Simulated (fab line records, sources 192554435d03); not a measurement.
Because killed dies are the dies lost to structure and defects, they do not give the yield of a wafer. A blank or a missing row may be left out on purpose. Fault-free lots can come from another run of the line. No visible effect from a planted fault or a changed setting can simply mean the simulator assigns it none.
fab line records    flow n5_finfet
record lots=4  wafers=12  last_day=19
route steps=1938 shown BEOL_M11@1566 BEOL_M12@1602 PASSIVATION@1936
lots with no fault: from the same line, run without faults
start_h: hours from the record's first day to the start of the lot's first wafer shown    wait_h: hours since the lot's step before    " unchanged from the row above    L1.1+2: a single row standing in for several wafers    - no value, or no start given    * or withheld: withheld    < > ~ a bound
route shown NAME@n: names a module that has steps shown in the file, with the first one's number in the route    usual: mean/standard deviation taken from wafers without a fault    same: alike in all rows    chamber/n: place in a boat    sites: per-site readings    _std_site: their standard deviation    _edge_site: inner sites' mean taken away from outer sites' mean    radius_mm: for every site, how far away it sits from the centre of the wafer    mask NAME#n: copy n    behind: the tool/chamber that last shaped the wafer    hold: the reason the lot was held/the length of the hold in hours/how it ended    device: the transistor (n, p or np) that didn't switch    end of line: the tests these same wafers got at the end of their route    a step with no rows: only its recipe    killed: dies that structure and defects cost at the first sort, which is not the same as the wafer's yield    map: a wafer's dies, x killed, . not, _ none there
set.NAME: the setting the step ran with; set.NAME@STEP: the setting that earlier step ran with    model.NAME: the simulator's own value behind a step, which no gauge read
lots at selected steps of the route; one table per step, one row per wafer
services: from which hour (start_h, from the record's first day; less than 0 if before it) a tool's chamber was out of use, for how many hours, and why
## steps
# step N5_BEOL_M11_PEB_26
# recipe peb_temp_c=withheld  peb_time_s=60  resist=CAR-ArF
# step N5_BEOL_M11_DEVELOP_27
# recipe develop_time_s=30  developer=TMAH  resist=CAR-ArF  rinse_liquid=diw  dry=air_spin  dev_temp_c=23
# step N5_BEOL_M11_DESCUM_33
# recipe chemistry=O2  time_s=7.9  source_power_w=50  bias_power_w=20  pressure_mtorr=20  rf_frequency_hz=2.712e+07  temp_c=40  resist=CAR-ArF  o2_flow_sccm=225
# step N5_BEOL_M11_ETCH_65
# recipe chemistry=CF4  target=SiARC  target_depth_a=390  mask_material=CAR-ArF  time_s=65  ion_energy_ev=80  pressure_mtorr=40  source_w=545  bias_w=36  Ar_flow_sccm=100  cf4_flow_sccm=100  ends=cleared
# step N5_BEOL_M11_ETCH_66
# recipe chemistry=N2/H2  target=SOC  target_depth_a=1200  overetch_a=240  mask_material=SiARC  temp_c=40  time_s=180  ion_energy_ev=200  pressure_mtorr=30  source_w=840  bias_w=150  n2_flow_sccm=200  h2_flow_sccm=200
# step N5_BEOL_M11_STRIP_69
# recipe chemistry=N2/H2  temp_c=40  n2_flow_sccm=200  h2_flow_sccm=200  rf_frequency_hz=6e+07
# step N5_BEOL_M11_VIA_ETCH_34
# recipe chemistry=C4F6/O2  target=SiCOH_lowk  target_depth_a=1845  mask_material=SOC  taper_deg=4  time_s=69.2  ion_energy_ev=250  pressure_mtorr=30  source_w=345  bias_w=185  Ar_flow_sccm=300  C4F6_flow_sccm=10  O2_flow_sccm=10
# step N5_BEOL_M11_STRIP_73
# recipe chemistry=C4F6/O2  resist=SiARC  rf_frequency_hz=6e+07
# step N5_BEOL_M11_STRIP_36
# recipe chemistry=N2/H2  power_w=450  temp_c=40  pressure_mtorr=20  rf_frequency_hz=6e+07  overash_fraction=0.3  bias_power_w=7  h2_frac=0.5  n2_flow_sccm=200  h2_flow_sccm=200
# step N5_BEOL_M11_TRENCH_ETCH_37
# recipe chemistry=C4F6/O2  target_depth_a=1488.3  target=SiCOH_lowk  time_s=48  ion_energy_ev=250  pressure_mtorr=30  source_w=345  bias_w=185  Ar_flow_sccm=300  C4F6_flow_sccm=10  O2_flow_sccm=10
# usual drypump_motor_current_A=5.5/0.54  oes_product_au=0.77/0.082  rf_vpp_V=668/10  showerhead_plenum_p_Torr=2.84/0.098  throttle_valve_pct=21.04/0.27
lot.wafer  tool         chamber  start_h  wait_h  drypump_motor_current_A  oes_product_au  rf_hours_counter_h  rf_vpp_V  showerhead_plenum_p_Torr  throttle_valve_pct
L764.1     rie_diel-04  1        293.35   -       4.9                      0.71            188                 675       2.95                      21.44
L764.4     "            2        "        "       5.1                      0.69            223                 651       2.70                      20.97
L764.6     "            1        "        "       5.0                      0.71            -                   675       2.95                      21.43
L770.1     rie_diel-03  2        316.36   -       6.2                      0.92            24                  683       2.90                      20.55
L770.3     "            0        "        "       4.9                      0.73            199                 667       2.71                      21.23
L770.4     "            1        "        "       6.1                      0.69            204                 659       2.82                      21.16
L771.2     rie_diel-04  3        327.10   -       4.9                      0.72            204                 678       2.92                      21.07
L771.4     "            0        "        "       5.3                      0.70            -                   678       2.82                      20.68
L771.6     "            3        "        "       4.9                      0.72            -                   678       2.92                      21.09
L782.1     rie_diel-04  1        401.91   -       4.9                      0.69            222                 674       2.93                      21.48
L782.2     "            2        "        "       5.1                      1.00            2                   661       3.03                      20.69
L782.6     "            3        "        "       4.9                      0.71            -                   679       2.91                      21.12
# step N5_BEOL_M11_ETCH_41
# recipe chemistry=CH3F/O2  target=SiCN  target_depth_a=426  taper_deg=2  time_s=86  ion_energy_ev=120  mask_material=TiN  pressure_mtorr=30  source_w=395  bias_w=75  Ar_flow_sccm=150  CH3F_flow_sccm=30  O2_flow_sccm=20
# step N5_BEOL_M11_STRIP_77
# recipe chemistry=N2/H2  time_s=10  power_w=450  temp_c=40  pressure_mtorr=20  rf_frequency_hz=6e+07  bias_power_w=7  n2_flow_sccm=200  h2_flow_sccm=200
# step N5_BEOL_M11_HM_STRIP_39
# recipe chemistry=peroxide_tin_strip  material=TiN  target_depth_a=250  temp_c=50  time_s=158
# step N5_BEOL_M11_SRD_40
# recipe time_s=30  temp_c=23  rinse_liquid=diw  dry=ipa_marangoni
# step N5_BEOL_M11_PRECLEAN_42
# recipe chemistry=residue_remover  time_s=60  temp_c=40
# step N5_BEOL_M11_SRD_43
# recipe time_s=30  temp_c=23  rinse_liquid=diw  dry=ipa_marangoni
# step N5_BEOL_M11_CURE_72
# recipe temp_c=370  time_s=120  ambient=DMADMS/He  material=SiCOH_lowk
# step N5_BEOL_M11_DEGAS_44
# recipe ambient=vacuum  temp_c=250  time_s=60
# step N5_BEOL_M11_PRE_CLEAN_45
# recipe gas=H2/He  time_s=30  temp_c=250
# step N5_BEOL_M11_ALD_74
# recipe material=TaN  target_thk_a=20  temp_c=275  ald_precursor_family=PDMAT  ald_co_reactant=NH3  pressure_torr=3  carrier_flow_sccm=1500  pulse_time_s=2  purge_time_s=3  co_reactant_purge_time_s=2  co_reactant_pulse_time_s=3  ald_cycles=40  precursor_vessel_temp_c=75  precursor_vessel_pressure_torr=26.25  precursor_vessel_carrier_sccm=1000
# step N5_BEOL_M11_SURFACE_TREAT_76
# recipe gas=Ar  time_s=*  ion_energy_ev=*  ion_current_ma_cm2=0.5  pressure_mtorr=*  ar_flow_sccm=30
# step N5_BEOL_M11_CVD_75
# recipe material=Co  target_thk_a=20  temp_c=withheld  precursor=CCTBA/H2  pressure_torr=30  time_s=138.9
# step N5_BEOL_M11_SPUTTER_48
# recipe material=Cu  target_thk_a=120  temp_c=-20  bias_v=60  power_w=26000  chamber_pressure_pa=0.13  time_s=2
# step N5_BEOL_M11_ECD_50
# recipe material=Cu  target_thk_a=3180
# step N5_BEOL_M11_ANNEAL_51
# recipe temp_c=225  time_s=90  ambient=N2
# step N5_BEOL_M11_CMP_52
# recipe stop_on=SiCOH_lowk  t_overpolish_s=7  down_force_psi=1  platen_rpm=50  clearing_platen_down_force_psi=1.5  clearing_platen_rpm=50  post_cmp_clean=cu_alkaline  target_thk_nm=140  clearing_platen_pad_velocity_m_s=0.99484  pad_velocity_m_s=0.99484
# step N5_BEOL_M11_PRE_CLEAN_55
# recipe gas=NH3  time_s=15  temp_c=withheld  rf_power_w=300
# step N5_BEOL_M11_DEP_56
# recipe material=SiCN  target_thk_a=300  temp_c=withheld  precursor=3MS/NH3  pressure_torr=3  rf_w=675  time_s=10.5
# step N5_BEOL_M12_ILD_DEP_00
# recipe material=SiOC  target_thk_a=6589.2  temp_c=350  precursor=DEMS/O2  pressure_torr=5  rf_w=500  time_s=130.7
# step N5_BEOL_M12_COAT_58
# recipe resist=BARC  temp_c=205  time_s=60  spin_rpm=1500  resist_thk_nm=89
# step N5_BEOL_M12_COAT_04
# recipe spin_rpm=1625  resist_thk_nm=400
# step N5_BEOL_M12_EBR_06
# recipe solvent=PGMEA  ebr_width_mm=1.5
# step N5_BEOL_M12_SOFTBAKE_05
# recipe temp_c=130  time_s=60
# step N5_PASSIVATION_PROBE_49
# usual defect_limited_yield=91.4/1.5  killed_at_M0_to_M3=35/12  killed_at_M4_up=13/5.8  killed_at_contacts=12/5.5  killed_at_front_end=36/9.9  killed_at_other=4/3.7  killed_dies=101/18  killed_on_rim=13/4.1  killed_open=66/13  killed_short=33/8  sort_bin_5_function=5.0/1  sort_bin_6_memory=3.2/0.67  sort_n_pass=1079/18  sort_yield_pct=91.4/1.5
# same gross_dies=1180  killed_at_back_side=0  sort_bin_4_leakage[%]=0  sort_bin_8_speed[%]=0
lot.wafer  tool       chamber  start_h  wait_h  defect_limited_yield[%]  killed_at_M0_to_M3  killed_at_M4_up  killed_at_contacts  killed_at_front_end  killed_at_other  killed_dies  killed_on_rim  killed_open  killed_short  sort_bin_5_function[%]  sort_bin_6_memory[%]  sort_n_pass  sort_yield_pct[%]
L764.1     prober-01  -        330.90   0.0     80.8                     34                  137              20                  34                   2                227          11             70           34            11.5                    5.0                   953          80.8
L764.4     prober-01  -        331.05   0.2     82.4                     30                  127              20                  28                   3                208          11             67           20            11.4                    4.2                   972          82.4
L764.6     prober-01  -        331.15   0.3     81.5                     35                  127              18                  38                   0                218          22             71           30            12.0                    4.8                   962          81.5
L770.1     prober-02  -        365.02   0.0     92.8                     18                  10               13                  40                   4                85           13             52           31            4.3                     2.7                   1095         92.8
L770.3     prober-02  -        365.12   0.1     91.5                     30                  9                15                  36                   10               100          17             67           31            5.3                     2.8                   1080         91.5
L770.4     prober-02  -        365.17   0.2     91.3                     26                  12               13                  41                   11               103          12             64           37            4.9                     3.5                   1077         91.3
L771.2     prober-01  -        368.89   0.1     87.5                     22                  79               3                   42                   2                148          25             47           30            6.9                     3.7                   1032         87.5
L771.4     prober-01  -        368.99   0.2     83.4                     34                  131              3                   27                   1                196          13             53           20            10.4                    3.8                   984          83.4
L771.6     prober-01  -        369.09   0.3     88.1                     20                  75               6                   37                   3                141          25             45           24            7.1                     2.5                   1039         88.1
L782.1     prober-02  -        448.23   0.0     91.5                     35                  16               13                  36                   0                100          13             60           39            5.2                     3.1                   1080         91.5
L782.2     prober-02  -        448.28   0.1     89.9                     39                  11               15                  54                   0                119          13             72           46            5.9                     4.0                   1061         89.9
L782.6     prober-02  -        448.48   0.3     91.9                     33                  10               23                  28                   2                96           9              58           35            5.2                     2.7                   1084         91.9
# killed by level:class
L764.1 BEOL_M11:unspecified=115 MOL_CONTACT_COAG:geometric_particle:open=16 BEOL_M0_SAQP:geometric_particle:short=11 FIN_SAQP:geometric_particle:open=9 BEOL_M4:geometric_particle:open=9 BEOL_M0_SAQP:geometric_particle:open=8 HKMG_FIN:area_etch=8 FIN_SAQP:geometric_particle:short=5
L764.4 BEOL_M11:unspecified=120 MOL_CONTACT_COAG:geometric_particle:open=20 BEOL_M0_SAQP:geometric_particle:short=8 BEOL_M0_SAQP:geometric_particle:open=7 STI_FIN_REVEAL:geometric_particle:open=6 DUMMY_GATE:geometric_particle:open=5 STARTING-WAFER:geometric_particle:open=5 BEOL_M2:geometric_particle:open=4
L764.6 BEOL_M11:unspecified=116 MOL_CONTACT_COAG:geometric_particle:open=14 BEOL_M0_SAQP:geometric_particle:open=12 BEOL_M0_SAQP:geometric_particle:short=10 BEOL_M2:geometric_particle:open=8 STI_FIN_REVEAL:geometric_particle:open=7 DUMMY_GATE:geometric_particle:open=6 FIN_SAQP:geometric_particle:short=5
L770.1 MOL_CONTACT_COAG:geometric_particle:open=10 BEOL_M0_SAQP:geometric_particle:open=8 BEOL_M0_SAQP:geometric_particle:short=8 FIN_SAQP:geometric_particle:open=7 FIN_SAQP:geometric_particle:short=6 GATE_CUT:geometric_particle:open=6 GATE_CUT:geometric_particle:short=4 STARTING-WAFER:geometric_particle:short=4
L770.3 MOL_CONTACT_COAG:geometric_particle:open=14 BEOL_M0_SAQP:geometric_particle:short=12 FIN_SAQP:geometric_particle:open=9 BEOL_M1:geometric_particle:open=7 BEOL_M4:geometric_particle:open=5 BEOL_M0:geometric_particle:open=5 STI_FIN_REVEAL:geometric_particle:open=4 STARTING-WAFER:geometric_particle:open=4
L770.4 MOL_CONTACT_COAG:geometric_particle:open=11 BEOL_M0_SAQP:geometric_particle:short=10 STI_FIN_REVEAL:geometric_particle:open=8 BEOL_M4:geometric_particle:open=7 BEOL_M0:geometric_particle:open=5 STARTING-WAFER:geometric_particle:open=5 STI_FIN_REVEAL:geometric_particle:short=4 BEOL_M0_SAQP:geometric_particle:open=4
L771.2 BEOL_M11:unspecified=68 GATE_CUT:geometric_particle:short=7 FIN_SAQP:geometric_particle:open=6 SPACER0:geometric_particle:open=6 BEOL_M3:geometric_particle:open=6 BEOL_M1:geometric_particle:open=5 DUMMY_GATE:geometric_particle:short=4 SPACER0:geometric_particle:short=4
L771.4 BEOL_M11:unspecified=122 BEOL_M0_SAQP:geometric_particle:open=9 STI_FIN_REVEAL:geometric_particle:open=8 BEOL_M0_SAQP:geometric_particle:short=8 DUMMY_GATE:geometric_particle:open=7 BEOL_M2:geometric_particle:open=5 BEOL_M3:geometric_particle:open=5 BEOL_M5:geometric_particle:open=4
L771.6 BEOL_M11:unspecified=68 DUMMY_GATE:geometric_particle:open=8 FIN_SAQP:geometric_particle:short=6 BEOL_M3:geometric_particle:open=6 MOL_CONTACT_COAG:geometric_particle:open=5 BEOL_M0_SAQP:geometric_particle:open=4 SPACER0:geometric_particle:open=4 BEOL_M0_SAQP:geometric_particle:short=4
L782.1 FIN_SAQP:geometric_particle:short=12 MOL_CONTACT_COAG:geometric_particle:open=10 BEOL_M0_SAQP:geometric_particle:open=10 FIN_SAQP:geometric_particle:open=6 GATE_CUT:geometric_particle:short=6 BEOL_M0_SAQP:geometric_particle:short=5 BEOL_M1:geometric_particle:open=5 BEOL_M1:geometric_particle:short=5
L782.2 STI_FIN_REVEAL:geometric_particle:open=17 BEOL_M0_SAQP:geometric_particle:short=15 MOL_CONTACT_COAG:geometric_particle:open=12 BEOL_M0_SAQP:geometric_particle:open=7 DUMMY_GATE:geometric_particle:open=6 FIN_SAQP:geometric_particle:short=5 STARTING-WAFER:geometric_particle:short=5 BEOL_M2:geometric_particle:open=5
L782.6 MOL_CONTACT_COAG:geometric_particle:open=17 BEOL_M0_SAQP:geometric_particle:short=10 MOL_CONTACT_COAG:geometric_particle:short=6 BEOL_M0_SAQP:geometric_particle:open=5 BEOL_M1:geometric_particle:open=5 BEOL_M3:geometric_particle:open=5 FIN_SAQP:geometric_particle:open=4 STI_FIN_REVEAL:geometric_particle:open=4
# map L764.1 (x killed, . not)
_________________....x.......________________
______________.................._____________
___________........................__________
__________............x.x..........x_________
________...x..xx..x.............x..x.._______
_______.x.........xx.x...........x.....______
______.........................x....x..._____
_____........x..................x.x..x...____
____..x.............x.x.....x.............___
___...............x..x.x...............x...__
___....xx..........x........x..............__
__x.................x..............x..xx...._
__.............................x............_
_...x..x..x....x.x...........................
_..................................x....x....
_............x............................x..
_............x.x.......................x.....
_................x.......x........x..........
_.......x......x.......x.x....xxx....x..x....
_.....x......x.................x.....x.......
_..x.x.........xx.x..x.......x.......x.......
__....x........x....xx.x..x........x........_
__........xxxx.x..xxxxx...x..............x.._
___.xx......xxxxxxxxxxxx.......x..x........__
___.......xxxxxxxxxxxx.x.........x.........__
____......xxxxxxxxxxxx......x.............___
_____...xx.xxxxxxxxxxxx.xx....x.x..xx....____
______..xx..xxxxxxxxxxx..xx......x.x...._____
_______...xxxxxxxxxxxxxxx.xx....x......______
________.....xxxxxxxx.x......x......x._______
__________...xx.xx.xxx..x....x.x...x_________
___________....xx..xx..x..xx.....x.__________
______________....x.....x......._____________
_________________xx........x.________________
# map L771.4 (x killed, . not)
_________________..x.....x...________________
______________.........x.x..x.x._____________
___________............x.xxxx.xx..x__________
__________........xxxxxxxxxxxxxx..x._________
________............xxxxxxxxxxxx......_______
_______.....x.......xxxxxxxxxxxxxx.x...______
______...x........xxxxxxxxxxxxxx.x......_____
_____......x......xxxxxxxxxxxxxxx.......x____
____.................xxxxxxxxxx.x.........___
___.............x..x.xxxxxxxxxx............__
___.................xxxxxxxxxx.x...........__
__..x........x.........x.xxxxx.x..x........._
__..........x.........x.x..x.x............x._
_...x.........x.....x.x....x..x..............
_....................................x.......
_..x.........................................
_......x.....xx..............................
_...x...x.....x..............................
_..............x.........x.....x.............
_...............x.x........x..x..............
_.x....................x......x...........x.x
__..x......................................._
__..............x.....x......x..........xx.._
___...............x....x.....x...........x.__
___........x..x....xx......................__
____...x..........x..xx.x.................___
_____.............x.........x............____
______.............x...................._____
_______................................______
________...x........x................._______
__________....x....................._________
___________....x.........x.........__________
______________..............x..._____________
_________________....x....x..________________
## services
tool         chamber  start_h  hours  kind
rie_diel-04  3        309.13   11.7   repair
rie_diel-04  1        326.22   4.5    repair
rie_diel-04  3        358.52   5.5    repair
rie_diel-04  2        371.62   -      clean
rie_diel-04  2        371.62   -      consumable_replace:focus_ring
rie_diel-04  2        371.62   -      consumable_replace:showerhead
rie_diel-04  2        371.62   24.5   scheduled_down
rie_diel-04  2        371.62   24.5   vent_cycle
## key
first_sign step=N5_PASSIVATION_PROBE_49  reading=killed_at_M4_up  direction=up  sigmas=17  usual=13  struck=113
effect step=N5_PASSIVATION_PROBE_49  reading=defect_limited_yield  direction=down  sigmas=4.9  usual=91.4  struck=83.9
more_kills_born_at N5_BEOL_M11_TRENCH_ETCH_37@rie_diel-04=609
met_at N5_BEOL_M11_TRENCH_ETCH_37
struck_wafers L764.1,L764.4,L764.6,L771.2,L771.4,L771.6
fault kind=chamber_particle_source  tool=rie_diel-04  chamber=-  onset_h=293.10  steps=N5_BEOL_M11_TRENCH_ETCH_37  rate_per_visit_cm2=0.72424  end_h=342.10
